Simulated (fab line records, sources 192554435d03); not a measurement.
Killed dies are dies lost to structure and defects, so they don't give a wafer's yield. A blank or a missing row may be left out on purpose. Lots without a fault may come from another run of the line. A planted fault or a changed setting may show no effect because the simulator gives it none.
fab line records | flow n5_finfet
record lots=24 wafers=72 last_day=18
route steps=1938 shown HKMG_FIN@420 GATE_CUT@488
lots that met no fault: from a run of the same line without faults
start_h: hours from the record's first day to the start of the lot's first wafer shown | wait_h: hours since the lot's step before | " the same as in the row above | L1.1+2: a row that stands for several wafers | - no value, or no start given | * or withheld: withheld | < > ~ a bound
route shown NAME@n: a module of which the file shows steps, and the number in the route of the first | usual: mean/standard deviation of fault-free wafers | same: alike in all rows | chamber/n: place in a boat | sites: the reading at each site | _std_site: their standard deviation | _edge_site: outer sites' mean less inner sites' | radius_mm: how far each site lies from the wafer's centre | mask NAME#n: copy n | behind: the tool/chamber that last shaped the wafer | hold: why the lot was held/for how many hours/how that ended | device: the transistor (n, p or np) that didn't switch | end of line: the same wafers' tests at the end of the route | a step without rows: its recipe alone | killed: dies lost to structure and defects at the first sort, not the wafer's yield | map: a wafer's dies, x killed, . not, _ none there
set.NAME: the setting as run; set.NAME@STEP: as run at that earlier step | model.NAME: the simulator's own value behind a step, which no gauge read
steps of the route over a sample of lots; a table a step, a row a wafer
services: from which hour (start_h, from the record's first day; less than 0 if before it) a tool's chamber was out of use, for how many hours, and why
## steps
# step N5_HKMG_FIN_THK_MEAS_70
# recipe thk_meas_gauge=xrf reads=HfO2_of_HKMG_FIN_HK_ALD_01
# usual HK_THK=1.602/0.019
# columns lot.wafer tool chamber start_h wait_h HK_THK[nm]
L074.1 film_metro-02 - 74.45 0.2 1.603
L074.5 " - " " 1.607
L074.6 " - " " 1.643
L075.3 film_metro-02 - 81.81 0.2 1.588
L075.4 " - " " 1.594
L075.6 " - " " 1.630
L076.1 film_metro-02 - 88.28 0.2 1.622
L076.3 " - " " 1.631
L076.5 " - " " 1.580
L077.1 film_metro-01 - 90.89 0.2 1.575
L077.4 " - " " 1.598
L077.5 " - " " 1.604
L078.1 film_metro-02 - 98.29 0.2 1.585
L078.3 " - " " 1.564
L078.5 " - " " 1.625
L079.2 film_metro-01 - 108.04 0.2 1.579
L079.3 " - " " 1.598
L079.6 " - " " 1.582
L080.3 film_metro-01 - 110.31 0.2 1.592
L080.5 " - " " 1.600
L080.6 " - " " 1.612
L081.1 film_metro-01 - 116.67 0.2 1.611
L081.3 " - " " 1.593
L081.6 " - " " 1.598
L082.1 film_metro-01 - 123.71 0.2 1.603
L082.4 " - " " 1.608
L082.5 " - " " 1.602
L083.1 film_metro-02 - 129.16 0.2 1.640
L083.2 " - " " 1.580
L083.3 " - " " 1.599
L084.2 film_metro-01 - 140.25 0.2 1.614
L084.4 " - " " 1.586
L084.5 " - " " 1.605
L085.1 film_metro-02 - 140.57 0.2 1.609
L085.3 " - " " 1.578
L085.6 " - " " 1.596
L086.1 film_metro-02 - 150.44 0.2 1.632
L086.3 " - " " 1.533
L086.4 " - " " 1.633
L087.1 film_metro-02 - 156.31 0.2 1.605
L087.2 " - " " 1.589
L087.5 " - " " 1.613
L088.3 film_metro-02 - 157.35 0.2 1.606
L088.4 " - " " 1.590
L088.5 " - " " 1.619
L089.2 film_metro-01 - 164.46 0.2 1.604
L089.3 " - " " 1.597
L089.5 " - " " 1.605
L090.2 film_metro-02 - 172.58 0.2 1.593
L090.5 " - " " 1.551
L090.6 " - " " 1.568
L091.2 film_metro-01 - 176.87 0.2 1.602
L091.5 " - " " 1.619
L091.6 " - " " 1.593
L092.1 film_metro-02 - 183.40 0.2 1.627
L092.2 " - " " 1.653
L092.5 " - " " 1.628
L093.3 film_metro-02 - 190.45 0.2 1.621
L093.4 " - " " 1.632
L093.6 " - " " 1.590
L094.3 film_metro-01 - 197.91 0.2 1.632
L094.4 " - " " 1.611
L094.5 " - " " 1.602
L095.1 film_metro-01 - 203.27 0.2 1.606
L095.4 " - " " 1.618
L095.6 " - " " 1.598
L096.2 film_metro-01 - 206.64 0.2 1.601
L096.3 " - " " 1.577
L096.4 " - " " 1.610
L097.1 film_metro-01 - 217.42 0.2 1.599
L097.3 " - " " 1.593
L097.6 " - " " 1.594
# step N5_HKMG_FIN_STRIP_19
# recipe chemistry=N2/H2 power_w=2500 temp_c=300 h2_frac=0.65 time_s=360 pressure_mtorr=withheld n2_flow_sccm=1750 h2_flow_sccm=3250
# usual drypump_motor_current_A=5.2/0.35 heater_power_w=503/39 n2_flow_sccm=1751/5.4
# columns lot.wafer tool chamber start_h wait_h drypump_motor_current_A heater_power_w n2_flow_sccm rf_hours_counter_h
L074.1 plasma_asher-02 0 76.01 0.0 4.8 510 1752 87
L074.5 " 0 " " 4.7 523 1747 -
L074.6 " 1 " " 5.2 537 1750 -
L075.3 plasma_asher-01 0 83.38 0.1 5.7 460 1756 -
L075.4 " 1 " " 5.7 438 1753 -
L075.6 " 1 " " 5.6 424 1757 -
L076.1 plasma_asher-01 0 89.84 0.0 5.7 457 1753 41
L076.3 " 0 " " 5.7 473 1758 -
L076.5 " 0 " " 5.8 465 1756 -
L077.1 plasma_asher-02 0 92.52 0.0 4.8 522 1747 90
L077.4 " 1 " " 5.2 529 1751 -
L077.5 " 0 " " 4.8 517 1748 -
L078.1 plasma_asher-02 0 100.15 0.0 4.8 520 1746 92
L078.3 " 1 " " 5.2 532 1747 -
L078.5 " 0 " " 4.8 518 1742 -
L079.2 plasma_asher-02 0 109.47 0.0 4.8 523 1749 93
L079.3 " 1 " " 5.2 549 1757 -
L079.6 " 1 " " 5.2 532 1745 -
L080.3 plasma_asher-02 1 112.35 0.1 5.1 537 1753 -
L080.5 " 1 " " 5.1 540 1757 -
L080.6 " 0 " " 4.8 518 1757 -
L081.1 plasma_asher-02 1 118.23 0.0 5.2 549 1748 95
L081.3 " 0 " " 4.8 515 1755 -
L081.6 " 1 " " 5.1 535 1748 -
L082.1 plasma_asher-02 0 125.57 0.0 4.9 505 1743 97
L082.4 " 0 " " 4.9 519 1742 -
L082.5 " 0 " " 4.8 522 1739 -
L083.1 plasma_asher-02 1 130.72 0.0 5.2 521 1753 98
L083.2 " 0 " " 4.8 513 1747 98
L083.3 " 1 " " 5.1 536 1742 -
L084.2 plasma_asher-01 0 141.81 0.0 5.7 465 1753 51
L084.4 " 1 " " 5.7 422 1753 -
L084.5 " 0 " " 5.7 454 1752 -
L085.1 plasma_asher-02 0 142.13 0.0 4.8 514 1756 100
L085.3 " 0 " " 4.8 510 1754 -
L085.6 " 0 " " 4.8 507 1760 -
L086.1 plasma_asher-02 0 152.00 0.0 4.8 516 1756 102
L086.3 " 1 " " 5.2 542 1752 -
L086.4 " 0 " " 4.8 524 1758 -
L087.1 plasma_asher-01 1 157.90 0.0 5.7 431 1746 54
L087.2 " 0 " " 5.7 454 1746 54
L087.5 " 1 " " 5.7 426 1751 -
L088.3 plasma_asher-02 1 159.03 0.1 5.2 549 1750 -
L088.4 " 0 " " 4.8 521 1744 -
L088.5 " 0 " " 4.8 517 1743 -
L089.2 plasma_asher-01 0 166.02 0.0 5.7 469 1744 56
L089.3 " 1 " " 5.6 441 1754 -
L089.5 " 1 " " 5.7 419 1752 -
L090.2 plasma_asher-02 0 174.14 0.0 4.8 523 1756 107
L090.5 " 0 " " 4.8 510 1749 -
L090.6 " 1 " " 5.1 539 1756 -
L091.2 plasma_asher-02 1 178.43 0.0 5.1 540 1755 109
L091.5 " 1 " " 5.2 546 1745 -
L091.6 " 0 " " 4.8 513 1755 -
L092.1 plasma_asher-02 0 184.85 0.0 4.8 518 1754 112
L092.2 " 1 " " 5.1 542 1748 112
L092.5 " 0 " " 4.8 510 1746 -
L093.3 plasma_asher-02 1 192.13 0.1 5.2 533 1744 -
L093.4 " 0 " " 4.8 514 1739 -
L093.6 " 0 " " 4.8 512 1746 -
L094.3 plasma_asher-02 1 199.59 0.1 5.1 529 1750 -
L094.4 " 0 " " 4.8 503 1759 -
L094.5 " 1 " " 5.1 539 1766 -
L095.1 plasma_asher-01 1 204.70 0.0 5.7 427 1757 58
L095.4 " 1 " " 5.6 432 1749 -
L095.6 " 1 " " 5.6 433 1753 -
L096.2 plasma_asher-02 1 208.26 0.0 5.1 529 1764 118
L096.3 " 1 " " 5.1 535 1767 -
L096.4 " 0 " " 4.8 514 1756 -
L097.1 plasma_asher-01 0 219.06 0.0 5.7 470 1757 61
L097.3 " 0 " " 5.7 467 1760 -
L097.6 " 1 " " 5.6 437 1754 -
# step N5_GATE_CUT_OVL_MEAS_14
# recipe points_per_wafer=522
# usual GATE_CUT_OVL=0.1/0.68
# columns lot.wafer tool chamber start_h wait_h GATE_CUT_OVL[nm]
L074.1 overlay-01 0 83.61 0.0 0.2
L074.5 " 0 " " 0.1
L074.6 " 0 " " 1.5
L075.3 overlay-01 0 90.79 0.0 -0.2
L075.4 " 0 " " 0.0
L075.6 " 0 " " 0.4
L076.1 overlay-02 0 97.76 0.0 -1.3
L076.3 " 0 " " 0.0
L076.5 " 0 " " -0.1
L077.1 overlay-01 0 101.30 0.0 0.1
L077.4 " 0 " " -0.4
L077.5 " 0 " " 1.0
L078.1 overlay-02 0 107.99 0.0 -0.4
L078.3 " 0 " " -0.3
L078.5 " 0 " " 0.4
L079.2 overlay-01 0 117.33 0.0 0.2
L079.3 " 0 " " 0.2
L079.6 " 0 " " 0.6
L080.3 overlay-02 0 119.80 0.0 -0.2
L080.5 " 0 " " -1.0
L080.6 " 0 " " 0.3
L081.1 overlay-02 0 126.06 0.0 -0.9
L081.3 " 0 " " 0.3
L081.6 " 0 " " -0.7
L082.1 overlay-01 0 133.44 0.0 1.7
L082.4 " 0 " " 1.5
L082.5 " 0 " " 0.3
L083.1 overlay-02 0 138.59 0.0 0.5
L083.2 " 0 " " 0.3
L083.3 " 0 " " -0.1
L084.2 overlay-02 0 149.50 0.0 -1.0
L084.4 " 0 " " -0.7
L084.5 " 0 " " -0.2
L085.1 overlay-02 0 151.43 0.0 0.0
L085.3 " 0 " " 0.3
L085.6 " 0 " " -0.6
L086.1 overlay-02 0 159.80 0.0 0.2
L086.3 " 0 " " 0.0
L086.4 " 0 " " 0.2
L087.1 overlay-01 0 165.33 0.0 -0.1
L087.2 " 0 " " -0.8
L087.5 " 0 " " -0.6
L088.3 overlay-01 0 166.31 0.0 0.0
L088.4 " 0 " " -0.9
L088.5 " 0 " " -0.2
L089.2 overlay-01 0 173.74 0.0 0.5
L089.3 " 0 " " 1.8
L089.5 " 0 " " 0.8
L090.2 overlay-02 0 181.97 0.0 0.0
L090.5 " 0 " " -0.6
L090.6 " 0 " " 0.0
L091.2 overlay-01 0 187.40 0.0 -0.9
L091.5 " 0 " " 0.2
L091.6 " 0 " " -1.2
L092.1 overlay-01 0 193.31 0.0 1.0
L092.2 " 0 " " -0.4
L092.5 " 0 " " 0.2
L093.3 overlay-01 0 199.54 0.0 1.2
L093.4 " 0 " " 0.6
L093.6 " 0 " " 0.8
L094.3 overlay-01 0 207.49 0.0 0.2
L094.4 " 0 " " -1.3
L094.5 " 0 " " 0.4
L095.1 overlay-01 0 212.53 0.0 0.4
L095.4 " 0 " " -0.2
L095.6 " 0 " " -0.6
L096.2 overlay-01 0 217.10 0.0 2.5
L096.3 " 0 " " 0.8
L096.4 " 0 " " 0.6
L097.1 overlay-01 0 226.54 0.0 0.7
L097.3 " 0 " " 0.1
L097.6 " 0 " " 1.1
# step N5_GATE_CUT_ETCH_37
# recipe chemistry=N2/H2 target=SOC target_depth_a=600 overetch_a=120 mask_material=SiARC temp_c=40 time_s=90 ion_energy_ev=200 pressure_mtorr=30 source_w=840 bias_w=150 n2_flow_sccm=200 h2_flow_sccm=200
# usual bias_w=150.0/0.46 drypump_motor_current_A=5.5/0.41 n2_flow_sccm=200.0/0.59 oes_product_au=0.70/0.081 rf_vpp_V=524.0/2.5 showerhead_plenum_p_Torr=2.55/0.095 throttle_valve_pct=17.93/0.27
# columns lot.wafer tool chamber start_h wait_h bias_w drypump_motor_current_A n2_flow_sccm oes_product_au rf_hours_counter_h rf_vpp_V showerhead_plenum_p_Torr throttle_valve_pct
L074.1 rie_diel-02 1 83.78 0.0 149.8 6.0 199.6 0.65 168 523.3 2.51 17.83
L074.5 " 1 " " 149.7 6.0 200.9 0.66 - 524.3 2.51 17.82
L074.6 " 0 " " 150.8 4.8 200.1 0.64 - 523.5 2.54 18.25
L075.3 rie_diel-06 1 91.13 0.0 149.8 5.4 199.9 0.79 38 523.2 2.48 17.94
L075.4 " 3 " " 149.8 5.2 199.5 0.81 18 527.3 2.73 17.64
L075.6 " 1 " " 150.5 5.4 200.3 0.78 - 523.3 2.48 17.94
L076.1 rie_diel-04 2 97.94 0.0 149.2 5.7 200.2 0.67 140 520.9 2.43 17.66
L076.3 " 1 " " 150.0 5.0 200.3 0.64 202 522.8 2.52 18.03
L076.5 " 1 " " 150.1 5.0 199.5 0.64 - 524.3 2.52 18.03
L077.1 rie_diel-06 3 101.48 0.0 149.9 5.2 199.5 0.80 21 528.5 2.73 17.66
L077.4 " 1 " " 150.2 5.4 201.1 0.78 41 521.7 2.48 17.91
L077.5 " 0 " " 150.6 5.6 199.7 0.68 - 526.8 2.68 18.01
L078.1 rie_diel-02 2 108.16 0.0 150.4 5.8 200.6 0.61 254 522.9 2.49 17.77
L078.3 " 1 " " 149.3 6.0 200.6 0.65 177 523.5 2.51 17.85
L078.5 " 2 " " 150.2 5.8 200.1 0.61 - 520.7 2.49 17.78
L079.2 rie_diel-02 3 117.49 0.0 150.1 5.7 200.6 0.83 22 528.7 2.72 18.19
L079.3 " 0 " " 149.9 4.8 200.1 0.64 214 523.6 2.53 18.29
L079.6 " 1 " " 149.9 6.0 200.6 0.65 - 523.7 2.51 17.86
L080.3 rie_diel-04 3 119.96 0.0 150.2 5.4 200.0 0.65 179 526.1 2.65 17.92
L080.5 " 2 " " 151.2 5.7 200.2 0.66 - 521.1 2.43 17.64
L080.6 " 3 " " 150.0 5.4 200.2 0.65 - 526.7 2.65 17.90
L081.1 rie_diel-02 0 126.25 0.0 149.8 4.8 201.0 0.64 218 521.4 2.53 18.28
L081.3 " 3 " " 149.8 5.7 199.8 0.81 25 526.9 2.71 18.18
L081.6 " 3 " " 149.9 5.7 200.8 0.81 - 528.4 2.71 18.18
L082.1 rie_diel-04 1 133.62 0.0 150.5 5.0 201.1 0.64 212 523.7 2.51 18.06
L082.4 " 0 " " 149.9 5.6 200.9 0.79 39 523.1 2.49 17.72
L082.5 " 2 " " 150.7 5.7 199.8 0.67 - 522.0 2.43 17.66
L083.1 rie_diel-02 0 138.82 0.0 149.8 4.7 199.3 0.63 222 523.4 2.53 18.30
L083.2 " 2 " " 149.2 5.8 199.6 0.88 1 522.9 2.48 17.35
L083.3 " 1 " " 150.0 6.0 199.4 0.65 189 522.1 2.50 17.87
L084.2 rie_diel-02 2 149.69 0.0 149.9 5.8 201.5 0.87 5 523.0 2.48 17.35
L084.4 " 0 " " 149.8 4.7 199.3 0.63 226 523.1 2.53 18.28
L084.5 " 2 " " 149.6 5.8 200.7 0.87 - 522.0 2.48 17.36
L085.1 rie_diel-04 2 151.60 0.0 149.4 5.7 200.2 0.66 155 521.0 2.42 17.68
L085.3 " 0 " " 149.5 5.6 200.1 0.79 44 522.8 2.48 17.74
L085.6 " 3 " " 149.3 5.4 200.2 0.65 - 525.5 2.64 17.92
L086.1 rie_diel-02 1 159.97 0.0 149.4 6.0 200.0 0.64 195 523.6 2.50 17.87
L086.3 " 0 " " 150.6 4.8 199.7 0.63 228 523.5 2.53 18.30
L086.4 " 3 " " 150.6 5.7 199.9 0.80 33 528.6 2.71 18.19
L087.1 rie_diel-02 1 165.76 0.0 149.9 6.0 199.8 0.64 197 522.8 2.50 17.88
L087.2 " 0 " " 150.6 4.8 200.3 0.63 230 522.0 2.53 18.31
L087.5 " 0 " " 151.0 4.8 201.1 0.63 - 522.2 2.53 18.31
L088.3 rie_diel-06 1 166.48 0.0 150.3 5.4 199.2 0.76 58 522.2 2.47 17.95
L088.4 " 0 " " 150.2 5.6 200.0 0.66 152 527.9 2.67 18.04
L088.5 " 3 " " 150.3 5.2 198.7 0.78 - 528.8 2.72 17.68
L089.2 rie_diel-04 1 173.90 0.0 150.1 5.0 199.2 0.62 224 524.8 2.51 18.06
L089.3 " 2 " " 150.9 5.7 199.4 0.65 162 521.7 2.42 17.68
L089.5 " 3 " " 150.5 5.4 199.7 0.65 - 525.3 2.64 17.94
L090.2 rie_diel-04 2 182.13 0.0 151.0 5.7 200.0 0.65 164 520.1 2.42 17.69
L090.5 " 0 " " 149.8 5.6 200.1 0.77 - 522.2 2.48 17.75
L090.6 " 3 " " 149.7 5.4 199.9 0.64 - 526.1 2.64 17.94
L091.2 rie_diel-04 2 188.00 0.0 149.7 5.7 199.4 0.65 166 521.4 2.42 17.71
L091.5 " 1 " " 148.7 5.0 200.3 0.62 - 522.8 2.51 18.07
L091.6 " 2 " " 149.5 5.7 199.2 0.66 - 520.0 2.42 17.69
L092.1 rie_diel-04 0 193.49 0.0 150.4 5.7 200.6 0.77 57 521.1 2.48 17.76
L092.2 " 3 " " 149.6 5.4 200.1 0.64 200 526.3 2.64 17.94
L092.5 " 2 " " 150.3 5.7 199.2 0.65 - 521.0 2.42 17.69
L093.3 rie_diel-04 0 199.86 0.0 149.8 5.6 199.7 0.76 59 521.7 2.48 17.79
L093.4 " 2 " " 149.8 5.7 200.3 0.64 170 521.7 2.42 17.71
L093.6 " 2 " " 150.1 5.7 199.4 0.65 - 520.0 2.42 17.71
L094.3 rie_diel-02 2 207.65 0.0 149.9 5.8 200.1 0.83 19 523.1 2.48 17.38
L094.4 " 0 " " 149.6 4.8 199.6 0.62 242 524.2 2.52 18.34
L094.5 " 3 " " 150.4 5.7 200.4 0.79 - 528.5 2.70 18.21
L095.1 rie_diel-02 3 212.77 0.0 149.9 5.7 199.4 0.78 48 527.9 2.70 18.23
L095.4 " 0 " " 150.2 4.8 199.8 0.62 243 522.7 2.52 18.34
L095.6 " 3 " " 150.2 5.7 199.9 0.78 - 527.7 2.70 18.25
L096.2 rie_diel-02 3 217.26 0.0 150.2 5.7 198.8 0.79 50 527.7 2.70 18.23
L096.3 " 1 " " 150.4 6.0 200.8 0.63 214 523.3 2.49 17.91
L096.4 " 2 " " 150.2 5.8 199.6 0.81 23 522.9 2.48 17.38
L097.1 rie_diel-02 2 226.71 0.0 149.6 5.8 201.0 0.82 25 521.8 2.47 17.40
L097.3 " 1 " " 151.2 6.0 199.5 0.63 215 523.9 2.49 17.91
L097.6 " 0 " " 149.6 4.8 200.2 0.61 - 522.8 2.52 18.35
# step N5_GATE_CUT_CUT_ETCH_54
# recipe chemistry=Cl2/BCl3 target=TiN mask_material=SiO2 target_depth_a=967 pressure_mtorr=10 icp_w=1000 bias_w=126 Cl2_flow_sccm=53.25 bcl3_flow_sccm=21.75 Ar_flow_sccm=25 ends=cleared
# usual bias_w=126.0/0.37 drypump_motor_current_A=5.8/0.51 etch_rf_on_time_s=36.0/0.72 mfc_ar_sccm=25.02/0.077 oes_product_au=0.65/0.1 throttle_valve_pct=22.33/0.29
# columns lot.wafer tool chamber start_h wait_h bias_w drypump_motor_current_A etch_rf_on_time_s mfc_ar_sccm oes_product_au rf_hours_counter_h throttle_valve_pct
L074.1 rie_metal-03 0 84.15 0.0 125.8 5.9 35.3 24.91 0.61 90 22.83
L074.5 " 0 " " 126.8 5.9 35.5 24.96 0.61 - 22.83
L074.6 " 1 " " 125.9 5.4 35.4 24.94 0.85 - 22.28
L075.3 rie_metal-02 1 91.52 0.0 126.1 6.2 35.6 24.94 0.57 - 22.22
L075.4 " 0 " " 126.0 6.5 37.1 25.18 0.56 - 22.47
L075.6 " 0 " " 125.3 6.5 36.9 25.08 0.56 - 22.48
L076.1 rie_metal-01 1 98.31 0.0 126.5 5.8 37.4 24.97 0.73 27 21.93
L076.3 " 1 " " 126.7 5.8 37.4 24.90 0.74 - 21.91
L076.5 " 1 " " 126.3 5.8 37.3 24.93 0.74 - 21.92
L077.1 rie_metal-01 0 101.85 0.0 125.5 4.8 36.4 24.95 0.61 96 22.07
L077.4 " 1 " " 126.4 5.8 36.9 25.01 0.75 - 21.92
L077.5 " 0 " " 126.1 4.9 36.2 24.93 0.62 - 22.06
L078.1 rie_metal-02 0 108.54 0.0 126.2 6.5 36.5 25.14 0.56 125 22.47
L078.3 " 0 " " 126.0 6.5 36.8 25.15 0.56 - 22.47
L078.5 " 0 " " 126.7 6.5 36.7 25.08 0.56 - 22.47
L079.2 rie_metal-03 0 117.87 0.0 125.9 5.9 35.3 25.08 0.61 93 22.83
L079.3 " 1 " " 126.2 5.4 35.3 24.91 0.82 - 22.28
L079.6 " 1 " " 126.1 5.4 34.8 24.96 0.83 - 22.29
L080.3 rie_metal-03 0 120.35 0.0 125.8 5.9 35.7 25.04 0.60 - 22.82
L080.5 " 1 " " 126.0 5.4 35.1 25.06 0.83 - 22.27
L080.6 " 0 " " 126.0 5.9 35.6 25.12 0.61 - 22.82
L081.1 rie_metal-03 1 126.75 0.0 125.8 5.4 35.0 24.97 0.83 12 22.29
L081.3 " 0 " " 125.8 5.9 35.5 25.04 0.61 - 22.82
L081.6 " 1 " " 125.4 5.4 35.4 24.97 0.82 - 22.27
L082.1 rie_metal-03 0 133.99 0.0 126.4 5.9 35.8 25.16 0.60 95 22.83
L082.4 " 0 " " 126.3 5.9 36.0 25.22 0.60 - 22.85
L082.5 " 1 " " 126.5 5.4 35.5 24.98 0.82 - 22.29
L083.1 rie_metal-03 1 139.19 0.0 126.1 5.4 34.9 24.94 0.81 14 22.28
L083.2 " 0 " " 125.9 5.9 35.3 25.12 0.61 95 22.82
L083.3 " 0 " " 126.3 5.9 35.5 25.07 0.61 - 22.84
L084.2 rie_metal-02 1 150.14 0.1 126.2 6.2 36.0 25.02 0.55 - 22.24
L084.4 " 1 " " 125.6 6.2 36.0 25.04 0.56 - 22.24
L084.5 " 1 " " 125.9 6.2 36.1 25.08 0.56 - 22.24
L085.1 rie_metal-02 0 151.98 0.0 125.5 6.5 35.7 25.06 0.57 128 22.47
L085.3 " 1 " " 125.8 6.2 35.6 24.96 0.56 - 22.23
L085.6 " 1 " " 125.9 6.2 35.8 24.98 0.56 - 22.24
L086.1 rie_metal-01 0 160.35 0.0 125.8 4.9 36.6 25.11 0.60 101 22.08
L086.3 " 1 " " 126.1 5.8 37.4 24.87 0.72 - 21.93
L086.4 " 0 " " 125.7 4.8 36.8 25.01 0.60 - 22.09
L087.1 rie_metal-02 0 166.15 0.0 127.2 6.5 36.2 25.06 0.56 130 22.49
L087.2 " 1 " " 125.3 6.2 36.1 24.99 0.56 118 22.25
L087.5 " 0 " " 126.0 6.5 36.3 25.10 0.56 - 22.48
L088.3 rie_metal-01 0 166.87 0.0 125.8 4.8 36.4 24.93 0.60 - 22.07
L088.4 " 1 " " 126.1 5.8 37.4 24.99 0.72 - 21.94
L088.5 " 0 " " 125.7 4.8 36.5 25.14 0.60 - 22.06
L089.2 rie_metal-02 0 174.28 0.0 126.3 6.5 36.5 24.92 0.55 131 22.47
L089.3 " 0 " " 126.2 6.5 36.9 24.93 0.54 - 22.50
L089.5 " 0 " " 126.1 6.5 36.3 24.94 0.56 - 22.49
L090.2 rie_metal-02 1 182.51 0.0 125.9 6.2 35.7 25.01 0.55 120 22.26
L090.5 " 0 " " 126.0 6.5 36.2 25.04 0.56 - 22.48
L090.6 " 1 " " 126.0 6.2 36.1 25.01 0.56 - 22.27
L091.2 rie_metal-02 1 188.38 0.0 126.5 6.2 35.9 24.88 0.55 121 22.24
L091.5 " 0 " " 125.6 6.5 36.4 25.17 0.55 - 22.49
L091.6 " 1 " " 126.2 6.2 36.2 25.03 0.55 - 22.25
L092.1 rie_metal-01 1 193.86 0.0 126.3 5.8 37.0 24.99 0.72 37 21.95
L092.2 " 0 " " 126.4 4.8 36.3 24.98 0.60 106 22.09
L092.5 " 0 " " 126.1 4.8 36.5 25.06 0.60 - 22.11
L093.3 rie_metal-01 1 200.26 0.0 126.5 5.8 37.1 25.03 0.72 - 21.95
L093.4 " 0 " " 126.1 4.8 36.4 25.09 0.59 - 22.08
L093.6 " 0 " " 126.2 4.9 36.4 24.97 0.59 - 22.09
L094.3 rie_metal-01 1 208.05 0.0 126.1 5.8 36.9 25.00 0.72 - 21.94
L094.4 " 0 " " 125.7 4.9 36.4 25.09 0.59 - 22.09
L094.5 " 0 " " 125.4 4.9 36.1 25.15 0.60 - 22.09
L095.1 rie_metal-03 1 213.14 0.0 126.0 5.4 35.2 25.14 0.81 15 22.28
L095.4 " 1 " " 125.4 5.4 35.2 25.01 0.81 - 22.28
L095.6 " 0 " " 125.7 5.9 35.1 24.93 0.61 - 22.84
L096.2 rie_metal-03 0 217.64 0.0 126.1 5.9 34.9 25.15 0.61 97 22.84
L096.3 " 1 " " 126.6 5.4 34.7 25.02 0.81 - 22.28
L096.4 " 0 " " 126.0 5.9 35.0 25.01 0.61 - 22.83
L097.1 rie_metal-03 1 227.08 0.0 125.6 5.4 35.5 25.01 0.81 16 22.30
L097.3 " 1 " " 125.5 5.4 35.7 25.07 0.79 - 22.29
L097.6 " 1 " " 125.7 5.4 35.5 25.01 0.79 - 22.29
# step N5_GATE_CUT_VAPOR_ETCH_49
# recipe chemistry=BCl3/Cl2 target=TiAlC mode=isotropic
# usual drypump_motor_current_A=5.8/0.51 oes_product_au=0.71/0.11
# columns lot.wafer tool chamber start_h wait_h drypump_motor_current_A oes_product_au
L074.1 rie_metal-03 0 84.30 0.0 5.9 0.66
L074.5 " 0 " " 5.9 0.67
L074.6 " 1 " " 5.4 0.93
L075.3 rie_metal-02 1 91.66 0.0 6.2 0.63
L075.4 " 0 " " 6.5 0.62
L075.6 " 0 " " 6.5 0.62
L076.1 rie_metal-01 1 98.46 0.0 5.8 0.85
L076.3 " 1 " " 5.8 0.84
L076.5 " 1 " " 5.8 0.86
L077.1 rie_metal-01 0 102.00 0.0 4.8 0.67
L077.4 " 1 " " 5.8 0.84
L077.5 " 0 " " 4.8 0.67
L078.1 rie_metal-02 0 108.69 0.0 6.5 0.63
L078.3 " 0 " " 6.5 0.62
L078.5 " 0 " " 6.5 0.62
L079.2 rie_metal-03 0 118.02 0.0 5.9 0.66
L079.3 " 1 " " 5.4 0.90
L079.6 " 1 " " 5.4 0.90
L080.3 rie_metal-03 0 120.49 0.0 5.9 0.66
L080.5 " 1 " " 5.4 0.90
L080.6 " 0 " " 5.9 0.66
L081.1 rie_metal-03 1 126.90 0.0 5.4 0.89
L081.3 " 0 " " 5.9 0.66
L081.6 " 1 " " 5.4 0.89
L082.1 rie_metal-03 0 134.14 0.0 5.9 0.65
L082.4 " 0 " " 5.9 0.66
L082.5 " 1 " " 5.4 0.88
L083.1 rie_metal-03 1 139.34 0.0 5.4 0.88
L083.2 " 0 " " 5.9 0.65
L083.3 " 0 " " 5.9 0.65
L084.2 rie_metal-02 1 150.43 0.1 6.2 0.61
L084.4 " 1 " " 6.2 0.61
L084.5 " 1 " " 6.2 0.61
L085.1 rie_metal-02 0 152.13 0.0 6.5 0.62
L085.3 " 1 " " 6.2 0.61
L085.6 " 1 " " 6.2 0.62
L086.1 rie_metal-01 0 160.50 0.0 4.8 0.66
L086.3 " 1 " " 5.8 0.82
L086.4 " 0 " " 4.8 0.66
L087.1 rie_metal-02 0 166.30 0.0 6.5 0.62
L087.2 " 1 " " 6.2 0.60
L087.5 " 0 " " 6.5 0.62
L088.3 rie_metal-01 0 167.01 0.0 4.8 0.65
L088.4 " 1 " " 5.8 0.83
L088.5 " 0 " " 4.8 0.66
L089.2 rie_metal-02 0 174.43 0.0 6.5 0.62
L089.3 " 0 " " 6.5 0.61
L089.5 " 0 " " 6.5 0.62
L090.2 rie_metal-02 1 182.66 0.0 6.2 0.60
L090.5 " 0 " " 6.5 0.61
L090.6 " 1 " " 6.2 0.61
L091.2 rie_metal-02 1 188.53 0.0 6.2 0.60
L091.5 " 0 " " 6.5 0.61
L091.6 " 1 " " 6.2 0.61
L092.1 rie_metal-01 1 194.01 0.0 5.8 0.81
L092.2 " 0 " " 4.8 0.65
L092.5 " 0 " " 4.8 0.65
L093.3 rie_metal-01 1 200.40 0.0 5.8 0.81
L093.4 " 0 " " 4.9 0.65
L093.6 " 0 " " 4.8 0.65
L094.3 rie_metal-01 1 208.19 0.0 5.8 0.80
L094.4 " 0 " " 4.8 0.65
L094.5 " 0 " " 4.8 0.65
L095.1 rie_metal-03 1 213.29 0.0 5.4 0.88
L095.4 " 1 " " 5.4 0.88
L095.6 " 0 " " 5.9 0.66
L096.2 rie_metal-03 0 217.79 0.0 5.9 0.66
L096.3 " 1 " " 5.4 0.88
L096.4 " 0 " " 5.9 0.66
L097.1 rie_metal-03 1 227.23 0.0 5.4 0.86
L097.3 " 1 " " 5.4 0.88
L097.6 " 1 " " 5.5 0.87
## services
# columns tool chamber start_h hours kind
rie_metal-01 - 56.66 0.4 repair
rie_metal-03 - 80.31 1.4 pm
plasma_asher-02 - 84.72 2.5 repair
rie_metal-03 0 93.66 10.2 repair
rie_diel-02 3 98.29 13.9 repair
rie_diel-02 - 99.37 0.4 repair
rie_diel-02 2 112.20 - clean
rie_diel-02 2 112.20 - consumable_replace:focus_ring
rie_diel-02 2 112.20 20.4 scheduled_down
rie_diel-02 2 112.20 20.4 vent_cycle
rie_diel-04 - 115.63 0.3 repair
rie_metal-01 - 120.43 0.8 repair
rie_metal-03 - 140.87 57.9 repair
rie_metal-02 0 145.50 5.4 repair
plasma_asher-01 - 167.89 10.1 repair
rie_diel-06 3 176.37 19.3 repair
rie_metal-02 0 197.32 - clean
rie_metal-02 0 197.32 13.0 scheduled_down
rie_metal-02 0 197.32 13.0 vent_cycle
plasma_asher-02 - 204.30 0.7 repair
rie_diel-04 0 222.79 11.3 repair
## key
fault none
